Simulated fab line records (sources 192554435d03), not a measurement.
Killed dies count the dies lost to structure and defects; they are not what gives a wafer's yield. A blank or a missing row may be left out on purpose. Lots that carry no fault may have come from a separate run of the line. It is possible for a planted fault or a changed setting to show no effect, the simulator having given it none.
fab line records ; flow n5-finfet
record: lots: 11; wafers: 29; last-day: 18
route steps=1938 shown BEOL_M0@720 PASSIVATION@1908
lots that met no fault: taken from a fault-free run of the same line
start-h: hours from the record's opening day to when the first of the lot's shown wafers began ; wait-h: hours from the lot's prior step to this one ; " as in the row above ; L1.1+2: a row that stands for several wafers ; - no value, or no start given ; * or withheld: withheld ; < > ~ a bound
route shown NAME@n: NAME is a module with steps in the file, n the number in the route of the first one ; usual: the fault-free wafers' mean and standard deviation ; same: alike in all rows ; chamber/n: place in a boat ; sites: per-site readings ; _std_site: standard deviation of those values ; _edge_site: inner sites' mean taken away from outer sites' mean ; radius-mm: how far each site lies from the wafer's centre ; mask NAME#n: copy n ; behind: tool/chamber where the wafer was last shaped ; hold: why the lot went on hold/how many hours it stayed there/how the hold came to an end ; device: which transistor (n, p or np) failed to switch ; end of line: the route-end tests of the same wafers ; for a step that has no rows: nothing shown but its recipe ; killed: at the first sort, the dies lost to defects and structure; wafer yield is something else ; map: dies across one wafer; x = killed, . = not, _ = none there
set.NAME: setting as actually run; set.NAME@STEP: the setting as run at that earlier step ; model.NAME: the simulator's own value behind a step, which no gauge read
the route's steps for a sample of lots (tables are steps, rows are wafers)
services: the hour from which a tool's chamber was out of use, counted from the record's first day as start-h (under 0 if before that day), plus the number of hours and why
== steps ==
step: N5_BEOL_M0_ETCH_128
recipe: chemistry: CF4/N2; target-depth-a: 120; overetch-a: 51; target: SiCN; time-s: 21.4; ion-energy-ev: 150; pressure-mtorr: 40; source-w: 430; bias-w: 70; Ar_flow_sccm: 100; cf4-flow-sccm: 60; n2-flow-sccm: 60
usual: cf4-flow-sccm: 60.01/0.19; drypump-motor-current-A: 5.5/0.43; oes-product-au: 0.56/0.046; rf-vpp-V: 383.7/1.8; showerhead-plenum-p-Torr: 2.26/0.065; throttle-valve-pct: 15.39/0.24
lot.wafer;tool;chamber;start-h;wait-h;cf4-flow-sccm;drypump-motor-current-A;oes-product-au;rf-hours-counter-h;rf-vpp-V;showerhead-plenum-p-Torr;throttle-valve-pct
L893.1;rie-diel-02;3;122.42;0.3;60.09;5.2;0.53;115;381.0;2.23;15.52
L893.4;rie-diel-02;1;122.42;0.3;60.15;5.0;0.56;82;386.2;2.34;15.37
L893.6;rie-diel-02;2;122.42;0.3;60.15;6.3;0.60;-;386.1;2.33;15.28
L895.5;rie-diel-02;3;136.33;0.0;60.39;5.2;0.52;-;382.5;2.23;15.53
L895.6;rie-diel-02;0;136.33;0.0;59.81;4.8;0.52;-;382.4;2.21;15.32
L903.1;rie-diel-02;1;186.10;0.0;59.69;5.0;0.55;102;384.9;2.33;15.40
L903.2;rie-diel-02;2;186.10;0.0;59.86;6.3;0.58;57;385.8;2.32;15.33
L903.3;rie-diel-02;0;186.10;0.0;60.37;4.9;0.53;153;381.7;2.20;15.34
L904.3;rie-diel-02;2;196.39;0.1;60.04;6.4;0.59;60;384.8;2.32;15.32
L904.4;rie-diel-02;3;196.39;0.1;60.16;5.2;0.52;135;382.5;2.22;15.58
L904.6;rie-diel-02;2;196.39;0.1;59.87;6.4;0.59;-;386.3;2.32;15.33
L907.4;rie-diel-05;3;208.31;0.0;60.00;5.1;0.56;92;383.3;2.23;15.52
L907.5;rie-diel-05;2;208.31;0.0;59.92;5.2;0.68;-;381.9;2.25;14.96
L906.3;rie-diel-05;1;208.43;0.1;59.64;5.6;0.53;147;383.6;2.29;15.06
L906.4;rie-diel-05;0;208.43;0.1;59.99;5.4;0.59;64;382.2;2.14;15.42
L906.5;rie-diel-05;0;208.43;0.1;59.88;5.4;0.59;-;383.3;2.14;15.44
L908.2;rie-diel-01;1;216.42;0.0;60.58;5.7;0.57;42;386.4;2.34;15.60
L908.3;rie-diel-01;0;216.42;0.0;59.94;6.0;0.68;1;385.2;2.33;15.13
L911.2;rie-diel-01;1;236.32;0.0;59.90;5.7;0.58;49;385.6;2.33;15.62
L911.4;rie-diel-01;2;236.32;0.0;60.06;5.2;0.54;108;382.6;2.22;15.13
L911.6;rie-diel-01;1;236.32;0.0;60.35;5.7;0.59;-;386.2;2.33;15.62
L912.2;rie-diel-01;2;238.84;0.4;59.95;5.2;0.53;108;382.4;2.22;15.11
L912.5;rie-diel-01;0;238.84;0.4;59.76;6.0;0.64;-;386.0;2.33;15.14
L913.1;rie-diel-01;0;241.78;0.4;60.06;6.0;0.65;11;386.2;2.33;15.17
L913.4;rie-diel-01;3;241.78;0.4;60.01;5.7;0.52;143;384.4;2.22;15.82
L913.6;rie-diel-01;3;241.78;0.4;59.79;5.7;0.51;-;381.2;2.22;15.80
L915.2;rie-diel-01;0;260.36;0.2;60.06;6.0;0.63;13;387.1;2.32;15.17
L915.5;rie-diel-01;3;260.36;0.2;60.08;5.7;0.52;-;382.2;2.22;15.81
L915.6;rie-diel-01;2;260.36;0.2;59.74;5.2;0.53;-;382.9;2.22;15.14
step: N5_PASSIVATION_DESCUM_32
recipe: chemistry: O2; time-s: 7.9; source-power-w: 50; bias-power-w: 20; pressure-mtorr: 20; rf-frequency-hz: 2.712e+07; temp-c: 40; o2-flow-sccm: 225
usual: drypump-motor-current-A: 5.5/0.43; oes-product-au: 0.78/0.067; rf-vpp-V: 243.8/1.3; showerhead-plenum-p-Torr: 2.13/0.064; throttle-valve-pct: 20.45/0.26
lot.wafer;tool;chamber;start-h;wait-h;drypump-motor-current-A;oes-product-au;rf-hours-counter-h;rf-vpp-V;showerhead-plenum-p-Torr;throttle-valve-pct
L893.1;rie-diel-01;3;261.78;0.0;5.7;0.74;153;244.9;2.10;20.79
L893.4;rie-diel-01;2;261.78;0.0;5.2;0.78;119;242.6;2.08;19.96
L893.6;rie-diel-01;0;261.78;0.0;6.0;0.95;-;244.9;2.21;20.11
L895.5;rie-diel-01;1;275.25;0.1;5.7;0.82;-;244.6;2.21;20.71
L895.6;rie-diel-01;0;275.25;0.1;6.0;0.93;-;244.6;2.21;20.12
L903.1;rie-diel-02;1;337.16;0.0;5.0;0.74;152;245.3;2.20;20.62
L903.2;rie-diel-02;3;337.16;0.0;5.2;0.70;183;243.1;2.10;20.64
L903.3;rie-diel-02;0;337.16;0.0;4.9;0.73;205;241.3;2.07;20.46
L904.3;rie-diel-05;1;348.35;0.0;5.6;0.72;195;243.2;2.21;20.33
L904.4;rie-diel-05;2;348.35;0.0;5.2;0.89;43;245.0;2.13;20.15
L904.6;rie-diel-05;1;348.35;0.0;5.6;0.72;-;244.0;2.21;20.32
L907.4;rie-diel-05;3;352.16;0.1;5.1;0.79;139;242.0;2.11;20.69
L907.5;rie-diel-05;1;352.16;0.1;5.6;0.72;-;244.5;2.21;20.32
L906.3;rie-diel-02;0;356.44;0.0;4.9;0.72;212;242.7;2.07;20.45
L906.4;rie-diel-02;2;356.44;0.0;6.3;0.78;111;246.5;2.17;20.29
L906.5;rie-diel-02;3;356.44;0.0;5.2;0.70;-;243.1;2.09;20.64
L908.2;rie-diel-02;1;369.88;0.0;5.0;0.72;162;243.7;2.20;20.62
L908.3;rie-diel-02;0;369.88;0.0;4.9;0.73;216;243.2;2.07;20.45
L912.2;rie-diel-02;1;389.49;0.0;5.0;0.72;168;244.2;2.20;20.63
L912.5;rie-diel-02;3;389.49;0.0;5.2;0.70;-;244.1;2.09;20.66
L913.1;rie-diel-01;0;395.30;0.0;6.1;0.86;58;245.4;2.19;20.18
L913.4;rie-diel-01;1;395.30;0.0;5.7;0.78;102;245.0;2.20;20.74
L913.6;rie-diel-01;0;395.30;0.0;6.0;0.87;-;244.8;2.19;20.19
L911.2;rie-diel-05;2;415.70;0.0;5.2;0.86;63;244.1;2.13;20.18
L911.4;rie-diel-05;1;415.70;0.0;5.6;0.71;214;243.9;2.20;20.34
L911.6;rie-diel-05;0;415.70;0.0;5.4;0.80;-;240.5;2.00;20.56
L915.2;rie-diel-01;3;427.19;0.0;5.7;0.70;208;244.4;2.08;20.88
L915.5;rie-diel-01;0;427.19;0.0;6.1;0.85;-;245.6;2.19;20.19
L915.6;rie-diel-01;3;427.19;0.0;5.7;0.70;-;243.0;2.08;20.88
step: N5_PASSIVATION_ETCH_59
recipe: chemistry: Cl2/BCl3; target: TaN; target-depth-a: 650; time-s: 34.9; ion-energy-ev: 100; pressure-mtorr: 10; icp-w: 900; bias-w: 100; Cl2_flow_sccm: 60; bcl3-flow-sccm: 30
usual: drypump-motor-current-A: 5.7/0.39; oes-product-au: 0.78/0.076; throttle-valve-pct: 21.01/0.23
lot.wafer;tool;chamber;start-h;wait-h;drypump-motor-current-A;oes-product-au;rf-hours-counter-h;throttle-valve-pct
L893.1;rie-metal-02;1;262.27;0.3;6.3;0.74;47;20.64
L893.4;rie-metal-02;1;262.27;0.3;6.3;0.74;-;20.64
L893.6;rie-metal-02;1;262.27;0.3;6.3;0.73;-;20.64
L895.5;rie-metal-02;1;275.77;0.1;6.3;0.72;-;20.66
L895.6;rie-metal-02;0;275.77;0.1;5.6;0.70;-;20.97
L903.1;rie-metal-01;0;337.65;0.3;5.1;0.85;24;21.25
L903.2;rie-metal-01;1;337.65;0.3;5.5;0.88;13;21.24
L903.3;rie-metal-01;1;337.65;0.3;5.5;0.89;-;21.23
L904.3;rie-metal-02;0;348.87;0.2;5.6;0.70;-;20.98
L904.4;rie-metal-02;1;348.87;0.2;6.3;0.73;-;20.66
L904.6;rie-metal-02;1;348.87;0.2;6.3;0.72;-;20.66
L907.4;rie-metal-03;1;352.68;0.2;5.9;0.76;-;21.20
L907.5;rie-metal-03;1;352.68;0.2;6.0;0.76;-;21.20
L906.3;rie-metal-02;1;356.96;0.2;6.3;0.72;-;20.64
L906.4;rie-metal-02;0;356.96;0.2;5.6;0.71;-;20.96
L906.5;rie-metal-02;1;356.96;0.2;6.3;0.72;-;20.63
L908.2;rie-metal-02;1;370.37;0.3;6.3;0.72;56;20.66
L908.3;rie-metal-02;0;370.37;0.3;5.6;0.70;-;20.96
L912.2;rie-metal-03;1;389.97;0.3;5.9;0.75;57;21.18
L912.5;rie-metal-03;0;389.97;0.3;5.6;0.75;-;20.87
L913.1;rie-metal-02;1;395.80;0.3;6.3;0.71;58;20.65
L913.4;rie-metal-02;1;395.80;0.3;6.3;0.72;-;20.65
L913.6;rie-metal-02;0;395.80;0.3;5.7;0.71;-;20.94
L911.2;rie-metal-02;0;416.19;0.3;5.7;0.69;68;20.96
L911.4;rie-metal-02;0;416.19;0.3;5.7;0.69;-;20.94
L911.6;rie-metal-02;1;416.19;0.3;6.3;0.71;-;20.67
L915.2;rie-metal-01;1;427.68;0.3;5.5;0.85;20;21.24
L915.5;rie-metal-01;0;427.68;0.3;5.2;0.83;-;21.28
L915.6;rie-metal-01;1;427.68;0.3;5.5;0.87;-;21.25
step: N5_PASSIVATION_PECVD_35
recipe: material: SiNx; target-thk-a: 7000; temp-c: 400; precursor: SiH4/NH3/N2; pressure-torr: 4.9; rf-w: 1406; time-s: 151.3
usual: heater-power-w: 391/120; showerhead-plenum-p-Torr: 8.71/0.098; throttle-valve-pct: 29.2/1
lot.wafer;tool;chamber;start-h;wait-h;heater-power-w;showerhead-plenum-p-Torr;throttle-valve-pct
L893.1;pecvd-02;1;263.00;0.1;335;8.78;30.5
L893.4;pecvd-02;1;263.00;0.1;367;8.80;30.4
L893.6;pecvd-02;0;263.00;0.1;347;8.74;30.0
L895.5;pecvd-03;1;276.53;0.1;381;8.68;30.5
L895.6;pecvd-03;2;276.53;0.1;320;8.69;27.7
L903.1;pecvd-04;1;338.37;0.1;489;8.71;28.3
L903.2;pecvd-04;0;338.37;0.1;352;8.77;29.3
L903.3;pecvd-04;2;338.37;0.1;692;8.89;28.8
L904.3;pecvd-02;2;349.58;0.1;325;8.51;29.7
L904.4;pecvd-02;1;349.58;0.1;272;8.79;30.8
L904.6;pecvd-02;0;349.58;0.1;329;8.73;29.8
L907.4;pecvd-03;0;353.43;0.1;364;8.60;29.2
L907.5;pecvd-03;2;353.43;0.1;359;8.66;28.0
L906.3;pecvd-02;2;357.65;0.1;284;8.53;29.9
L906.4;pecvd-02;2;357.65;0.1;319;8.55;29.8
L906.5;pecvd-02;0;357.65;0.1;292;8.75;29.9
L908.2;pecvd-03;1;371.10;0.1;324;8.68;30.5
L908.3;pecvd-03;2;371.10;0.1;353;8.66;28.2
L912.2;pecvd-04;2;390.76;0.1;510;8.89;28.9
L912.5;pecvd-04;0;390.76;0.1;429;8.81;29.2
L913.1;pecvd-04;2;396.63;0.1;625;8.89;28.8
L913.4;pecvd-04;0;396.63;0.1;379;8.76;29.4
L913.6;pecvd-04;0;396.63;0.1;425;8.79;29.4
L911.2;pecvd-03;0;416.92;0.1;408;8.60;29.4
L911.4;pecvd-03;0;416.92;0.1;428;8.62;29.3
L911.6;pecvd-03;2;416.92;0.1;349;8.67;28.3
L915.2;pecvd-04;1;428.50;0.1;534;8.69;25.9
L915.5;pecvd-04;1;428.50;0.1;596;8.67;26.2
L915.6;pecvd-04;0;428.50;0.1;445;8.76;29.3
step: N5_PASSIVATION_PROBE_49
usual: defect-limited-yield: 90.9/1.6; killed_at_M0_to_M3: 34/10; killed_at_M4_up: 13/5.4; killed-at-contacts: 13/6; killed-at-front-end: 42/13; killed-at-other: 4/3.2; killed-dies: 107/18; killed-open: 69/14; killed-short: 35/7.7; sort_bin_5_function: 5.3/1; sort_bin_6_memory: 3.3/0.75; sort-n-pass: 1073/19; sort-yield-pct: 90.9/1.6
same: gross-dies: 1180; killed-at-back-side: 0; sort_bin_4_leakage[%]: 0; sort_bin_8_speed[%]: 0
lot.wafer;tool;chamber;start-h;wait-h;defect-limited-yield[%];killed_at_M0_to_M3;killed_at_M4_up;killed-at-contacts;killed-at-front-end;killed-at-other;killed-dies;killed-open;killed-short;sort_bin_5_function[%];sort_bin_6_memory[%];sort-n-pass;sort-yield-pct[%]
L893.1;prober-02;-;266.84;0.0;90.1;37;10;22;48;0;117;70;42;5.6;3.3;1063;90.1
L893.4;prober-02;-;266.99;0.2;89.5;28;11;26;55;4;124;79;43;5.3;4.8;1056;89.5
L893.6;prober-02;-;267.09;0.3;91.6;17;9;18;54;1;99;66;24;4.7;3.1;1081;91.6
L895.5;prober-02;-;280.29;0.2;89.8;45;12;13;48;2;120;79;31;6.1;3.1;1060;89.8
L895.6;prober-02;-;280.34;0.3;91.7;36;17;7;36;2;98;63;33;5.1;3.1;1082;91.7
L903.1;prober-02;-;341.94;0.0;89.6;71;18;8;24;2;123;54;20;6.4;2.6;1057;89.6
L903.2;prober-02;-;341.99;0.1;83.7;140;13;12;26;1;192;61;28;10.7;4.0;988;83.7
L903.3;prober-02;-;342.04;0.1;86.6;96;17;6;35;4;158;57;23;8.1;3.1;1022;86.6
L904.3;prober-01;-;353.38;0.1;82.0;140;21;9;39;3;212;62;43;12.0;3.9;968;82.0
L904.4;prober-01;-;353.43;0.2;85.7;105;6;18;38;2;169;71;40;8.8;3.8;1011;85.7
L904.6;prober-01;-;353.53;0.3;80.5;141;21;21;45;2;230;77;41;12.2;5.8;950;80.5
L907.4;prober-02;-;357.22;0.2;92.8;28;20;3;30;4;85;51;31;3.7;2.7;1095;92.8
L907.5;prober-02;-;357.27;0.2;93.1;24;23;6;23;6;82;61;20;4.2;2.6;1098;93.1
L906.3;prober-02;-;361.36;0.1;86.2;48;11;15;78;11;163;104;53;7.2;5.6;1017;86.2
L906.4;prober-02;-;361.41;0.2;88.1;45;11;11;71;3;141;79;60;6.4;5.1;1039;88.1
L906.5;prober-02;-;361.46;0.2;86.9;55;11;14;72;2;154;94;59;7.5;5.1;1026;86.9
L908.2;prober-02;-;374.71;0.1;88.3;48;10;11;55;14;138;90;47;7.6;3.7;1042;88.3
L908.3;prober-02;-;374.76;0.1;88.6;53;8;8;56;10;135;85;43;5.6;4.9;1045;88.6
L912.2;prober-01;-;394.95;0.1;91.5;25;14;15;45;1;100;58;40;5.6;2.7;1080;91.5
L912.5;prober-01;-;395.10;0.2;90.1;33;14;8;61;1;117;63;42;5.8;3.0;1063;90.1
L913.1;prober-02;-;400.77;0.0;90.8;26;20;13;46;3;108;70;33;5.8;2.9;1072;90.8
L913.4;prober-02;-;400.92;0.2;93.1;20;16;13;31;1;81;56;25;4.2;2.4;1099;93.1
L913.6;prober-02;-;401.02;0.3;92.7;29;13;9;33;2;86;44;38;3.9;2.7;1094;92.7
L911.2;prober-02;-;420.85;0.1;90.6;33;16;6;55;1;111;73;36;5.4;3.6;1069;90.6
L911.4;prober-02;-;420.95;0.2;90.4;41;6;26;31;9;113;70;41;4.9;4.2;1067;90.4
L911.6;prober-02;-;421.05;0.3;92.9;17;12;13;39;3;84;52;30;3.8;3.2;1096;92.9
L915.2;prober-02;-;432.52;0.1;89.7;24;17;8;65;7;121;72;43;5.8;4.3;1059;89.7
L915.5;prober-02;-;432.67;0.2;89.4;19;14;27;59;6;125;81;38;6.2;4.2;1055;89.4
L915.6;prober-02;-;432.72;0.3;89.1;33;17;21;48;10;129;86;36;5.5;5.1;1051;89.1
killed by level:class
L893.1 MOL_CONTACT_COAG:geometric-particle:open=14 STI_FIN_REVEAL:geometric-particle:open=12 BEOL_M0_SAQP:geometric-particle:open=11 BEOL_M0_SAQP:geometric-particle:short=10 MOL_CONTACT_COAG:geometric-particle:short=8 FIN_SAQP:geometric-particle:open=7 FIN_SAQP:geometric-particle:short=6 GATE_CUT:geometric-particle:open=6
L893.4 MOL_CONTACT_COAG:geometric-particle:open=24 FIN_SAQP:geometric-particle:short=19 STI_FIN_REVEAL:geometric-particle:open=18 BEOL_M0_SAQP:geometric-particle:open=13 BEOL_M0_SAQP:geometric-particle:short=8 GATE_CUT:geometric-particle:short=5 BEOL_M6:geometric-particle:open=4 FIN_SAQP:geometric-particle:open=3
L893.6 FIN_SAQP:geometric-particle:open=17 MOL_CONTACT_COAG:geometric-particle:open=16 STI_FIN_REVEAL:geometric-particle:open=13 BEOL_M4:geometric-particle:open=5 FIN_SAQP:geometric-particle:short=4 GATE_CUT:geometric-particle:short=4 BEOL_M0_SAQP:geometric-particle:open=4 BEOL_M0_SAQP:geometric-particle:short=4
L895.5 MOL_CONTACT_COAG:geometric-particle:open=11 DUMMY_GATE:geometric-particle:open=10 BEOL_M0_SAQP:geometric-particle:open=8 BEOL_M0_SAQP:geometric-particle:short=8 BEOL_M1:geometric-particle:open=8 HKMG_FIN:area-etch=8 STI_FIN_REVEAL:geometric-particle:open=7 FIN_SAQP:geometric-particle:open=6
L895.6 BEOL_M1:geometric-particle:open=14 DUMMY_GATE:geometric-particle:open=9 BEOL_M0_SAQP:geometric-particle:short=9 BEOL_M4:geometric-particle:open=9 STI_FIN_REVEAL:geometric-particle:open=7 BEOL_M0_SAQP:geometric-particle:open=7 FIN_SAQP:geometric-particle:short=5 FIN_SAQP:geometric-particle:open=3
L903.1 BEOL_M0:unspecified=49 BEOL_M4:geometric-particle:open=11 STI_FIN_REVEAL:geometric-particle:open=9 BEOL_M0_SAQP:geometric-particle:open=6 MOL_CONTACT_COAG:geometric-particle:open=5 DUMMY_GATE:geometric-particle:open=4 STARTING-WAFER:geometric-particle:short=4 MOL_CONTACT_COAG:geometric-particle:short=3
L903.2 BEOL_M0:unspecified=102 BEOL_M2:geometric-particle:open=12 DUMMY_GATE:geometric-particle:open=9 MOL_CONTACT_COAG:geometric-particle:open=9 BEOL_M4:geometric-particle:open=7 BEOL_M0_SAQP:geometric-particle:open=6 BEOL_M0_SAQP:geometric-particle:short=6 MOL_CONTACT_COAG:geometric-particle:short=3
L903.3 BEOL_M0:unspecified=65 HKMG_FIN:area-etch=12 BEOL_M4:geometric-particle:open=10 BEOL_M3:geometric-particle:open=9 STI_FIN_REVEAL:geometric-particle:open=6 DUMMY_GATE:geometric-particle:open=5 MOL_CONTACT_COAG:geometric-particle:open=5 BEOL_M0_SAQP:geometric-particle:short=5
L904.3 BEOL_M0:unspecified=103 BEOL_M0_SAQP:geometric-particle:short=16 FIN_SAQP:geometric-particle:open=9 BEOL_M1:geometric-particle:open=8 FIN_SAQP:geometric-particle:short=7 BEOL_M0_SAQP:geometric-particle:open=7 BEOL_M4:geometric-particle:open=7 STI_FIN_REVEAL:geometric-particle:open=6
L904.4 BEOL_M0:unspecified=58 BEOL_M0_SAQP:geometric-particle:short=15 MOL_CONTACT_COAG:geometric-particle:open=14 FIN_SAQP:geometric-particle:open=13 FIN_SAQP:geometric-particle:short=10 BEOL_M0_SAQP:geometric-particle:open=8 BEOL_M3:geometric-particle:open=7 BEOL_M2:geometric-particle:open=5
L904.6 BEOL_M0:unspecified=109 MOL_CONTACT_COAG:geometric-particle:open=14 STI_FIN_REVEAL:geometric-particle:open=10 BEOL_M4:geometric-particle:open=10 MOL_CONTACT_COAG:geometric-particle:short=7 BEOL_M0_SAQP:geometric-particle:short=7 BEOL_M3:geometric-particle:open=7 FIN_SAQP:geometric-particle:short=6
L907.4 BEOL_M4:geometric-particle:open=7 BEOL_M0_SAQP:geometric-particle:short=6 BEOL_M0_SAQP:geometric-particle:open=5 BEOL_M3:geometric-particle:open=5 BEOL_M5:geometric-particle:open=5 DUMMY_GATE:geometric-particle:open=4 ILD0:geometric-particle:short=4 GATE_CUT:geometric-particle:short=4
L907.5 BEOL_M2:geometric-particle:open=8 BEOL_M5:geometric-particle:open=6 STI_FIN_REVEAL:geometric-particle:open=6 FIN_SAQP:geometric-particle:short=5 MOL_CONTACT_COAG:geometric-particle:open=5 BEOL_M8:geometric-particle:open=5 BEOL_M1:geometric-particle:open=4 BEOL_M4:geometric-particle:open=4
L906.3 STI_FIN_REVEAL:geometric-particle:open=17 BEOL_M1:geometric-particle:open=16 DUMMY_GATE:geometric-particle:open=14 MOL_CONTACT_COAG:geometric-particle:open=13 BEOL_M0_SAQP:geometric-particle:short=11 BEOL_M0_SAQP:geometric-particle:open=11 FIN_SAQP:geometric-particle:short=7 FIN_SAQP:geometric-particle:open=6
L906.4 FIN_SAQP:geometric-particle:short=18 STI_FIN_REVEAL:geometric-particle:open=13 FIN_SAQP:geometric-particle:open=10 GATE_CUT:geometric-particle:short=9 BEOL_M0_SAQP:geometric-particle:open=9 BEOL_M1:geometric-particle:open=9 DUMMY_GATE:geometric-particle:open=8 MOL_CONTACT_COAG:geometric-particle:open=7
L906.5 STI_FIN_REVEAL:geometric-particle:open=27 BEOL_M0_SAQP:geometric-particle:short=14 FIN_SAQP:geometric-particle:short=13 BEOL_M0_SAQP:geometric-particle:open=13 MOL_CONTACT_COAG:geometric-particle:open=13 BEOL_M1:geometric-particle:open=13 STI_FIN_REVEAL:geometric-particle:short=7 BEOL_M1:geometric-particle:short=7
L908.2 FIN_SAQP:geometric-particle:open=22 BEOL_M0_SAQP:geometric-particle:open=13 BEOL_M0_SAQP:geometric-particle:short=11 BEOL_M3:geometric-particle:open=10 STI_FIN_REVEAL:geometric-particle:open=8 MOL_CONTACT_COAG:geometric-particle:open=8 GATE_CUT:geometric-particle:short=6 GATE_CUT:geometric-particle:open=5
L908.3 STI_FIN_REVEAL:geometric-particle:open=18 BEOL_M0_SAQP:geometric-particle:short=17 BEOL_M0_SAQP:geometric-particle:open=11 STI_FIN_REVEAL:geometric-particle:short=9 DUMMY_GATE:geometric-particle:open=9 BEOL_M3:geometric-particle:open=9 MOL_CONTACT_COAG:geometric-particle:open=7 HKMG_FIN:area-etch=6
L912.2 FIN_SAQP:geometric-particle:open=13 FIN_SAQP:geometric-particle:short=13 MOL_CONTACT_COAG:geometric-particle:open=11 BEOL_M0:geometric-particle:open=7 BEOL_M3:geometric-particle:open=7 MOL_CONTACT_COAG:geometric-particle:short=4 BEOL_M0_SAQP:geometric-particle:short=3 BEOL_M3:geometric-particle:short=3
L912.5 FIN_SAQP:geometric-particle:open=12 FIN_SAQP:geometric-particle:short=11 DUMMY_GATE:geometric-particle:open=8 BEOL_M0_SAQP:geometric-particle:short=8 STARTING-WAFER:geometric-particle:open=7 HKMG_FIN:area-etch=7 MOL_CONTACT_COAG:geometric-particle:open=6 BEOL_M0_SAQP:geometric-particle:open=6
L913.1 STI_FIN_REVEAL:geometric-particle:open=20 MOL_CONTACT_COAG:geometric-particle:open=9 BEOL_M4:geometric-particle:open=8 BEOL_M2:geometric-particle:open=8 STI_FIN_REVEAL:geometric-particle:short=6 FIN_SAQP:geometric-particle:open=4 BEOL_M0_SAQP:geometric-particle:open=4 MOL_CONTACT_COAG:geometric-particle:short=4
L913.4 STI_FIN_REVEAL:geometric-particle:open=13 MOL_CONTACT_COAG:geometric-particle:open=10 BEOL_M4:geometric-particle:open=10 BEOL_M3:geometric-particle:open=5 FIN_SAQP:geometric-particle:short=4 STI_FIN_REVEAL:geometric-particle:short=4 MOL_CONTACT_COAG:geometric-particle:short=3 BEOL_M1:geometric-particle:open=3
L913.6 STI_FIN_REVEAL:geometric-particle:open=11 MOL_CONTACT_COAG:geometric-particle:open=7 BEOL_M0_SAQP:geometric-particle:short=7 STARTING-WAFER:geometric-particle:short=7 BEOL_M1:geometric-particle:short=6 BEOL_M2:geometric-particle:short=5 BEOL_M4:geometric-particle:open=5 BEOL_M2:geometric-particle:open=4
L911.2 FIN_SAQP:geometric-particle:short=12 STI_FIN_REVEAL:geometric-particle:open=11 FIN_SAQP:geometric-particle:open=7 BEOL_M1:geometric-particle:open=7 BEOL_M2:geometric-particle:open=7 DUMMY_GATE:geometric-particle:open=6 BEOL_M3:geometric-particle:open=6 MOL_CONTACT_COAG:geometric-particle:open=5
L911.4 MOL_CONTACT_COAG:geometric-particle:open=20 FIN_SAQP:geometric-particle:short=8 STI_FIN_REVEAL:geometric-particle:open=7 BEOL_M0_SAQP:geometric-particle:short=7 BEOL_M2:geometric-particle:open=7 BEOL_M3:geometric-particle:open=7 BEOL_M0_SAQP:geometric-particle:open=6 PAD_METAL:geometric-particle:short=6
L911.6 FIN_SAQP:geometric-particle:open=13 MOL_CONTACT_COAG:geometric-particle:open=10 FIN_SAQP:geometric-particle:short=9 BEOL_M4:geometric-particle:short=7 STI_FIN_REVEAL:geometric-particle:open=4 DUMMY_GATE:geometric-particle:open=4 BEOL_M2:geometric-particle:open=4 MOL_CONTACT_COAG:geometric-particle:short=3
L915.2 FIN_SAQP:geometric-particle:short=18 STI_FIN_REVEAL:geometric-particle:open=16 BEOL_M3:geometric-particle:open=16 BEOL_M4:geometric-particle:open=8 FIN_SAQP:geometric-particle:open=6 STI_FIN_REVEAL:geometric-particle:short=6 MOL_CONTACT_COAG:geometric-particle:open=6 DUMMY_GATE:geometric-particle:open=5
L915.5 MOL_CONTACT_COAG:geometric-particle:open=20 FIN_SAQP:geometric-particle:open=15 STI_FIN_REVEAL:geometric-particle:open=11 BEOL_M4:geometric-particle:open=8 FIN_SAQP:geometric-particle:short=7 MOL_CONTACT_COAG:geometric-particle:short=7 GATE_CUT:geometric-particle:short=5 BEOL_M2:geometric-particle:open=5
L915.6 STI_FIN_REVEAL:geometric-particle:open=15 MOL_CONTACT_COAG:geometric-particle:open=15 FIN_SAQP:geometric-particle:open=11 BEOL_M2:geometric-particle:short=10 BEOL_M3:geometric-particle:open=8 BEOL_M4:geometric-particle:open=8 FIN_SAQP:geometric-particle:short=6 MOL_CONTACT_COAG:geometric-particle:short=5
== services ==
tool;chamber;start-h;hours;kind
rie-diel-05;-;112.03;4.3;pm
rie-diel-02;2;136.70;8.8;repair
pecvd-04;-;139.50;0.5;repair
pecvd-02;-;140.79;14.6;pm
rie-diel-02;-;154.74;14.6;pm
rie-diel-05;2;159.38;5.2;repair
pecvd-02;2;166.02;23.7;repair
rie-diel-02;1;170.92;3.2;repair
pecvd-04;-;182.39;1.5;repair
pecvd-04;1;188.20;4.6;repair
rie-diel-02;-;201.05;2.8;pm
pecvd-02;-;239.60;1.0;repair
rie-diel-05;3;264.39;4.8;repair
rie-diel-05;-;272.79;2.8;pm
rie-diel-01;1;293.56;7.0;repair
rie-diel-05;0;301.41;5.1;repair
rie-metal-02;-;307.13;0.8;repair
rie-diel-02;2;322.94;2.0;repair
pecvd-04;-;350.50;5.5;pm
pecvd-04;-;359.46;1.0;repair
rie-diel-05;0;366.04;5.1;repair
pecvd-04;-;370.94;11.4;repair
rie-diel-01;-;373.38;0.9;repair
rie-metal-02;1;380.45;2.3;repair
== key ==
first-sign: step: N5_PASSIVATION_PROBE_49; reading: killed_at_M0_to_M3; direction: up; sigmas: 7.9; usual: 34; struck: 116
effect: step: N5_PASSIVATION_PROBE_49; reading: killed-dies; direction: up; sigmas: 4; usual: 107; struck: 181
more-kills-born-at: N5_BEOL_M0_ETCH_128@rie-diel-02: 486
met-at N5_BEOL_M0_ETCH_128
struck-lots L903,L904
baseline-loss: step: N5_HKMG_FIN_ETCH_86; wafers: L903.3
not-acting-at N5_PASSIVATION_DESCUM_32,N5_PASSIVATION_ETCH_59,N5_PASSIVATION_PECVD_35
onset-between 136.33 186.10
fault: kind: chamber-particle-source; tool: rie-diel-02; chamber: -; onset-h: 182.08; steps: N5_BEOL_M0_ETCH_128; rate-per-visit-cm2: 0.61721; end-h: 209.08
baseline-loss: these wafers lose ten dies or more at that step, a loss of the line's own and not of a fault; the sort's usual values leave them out
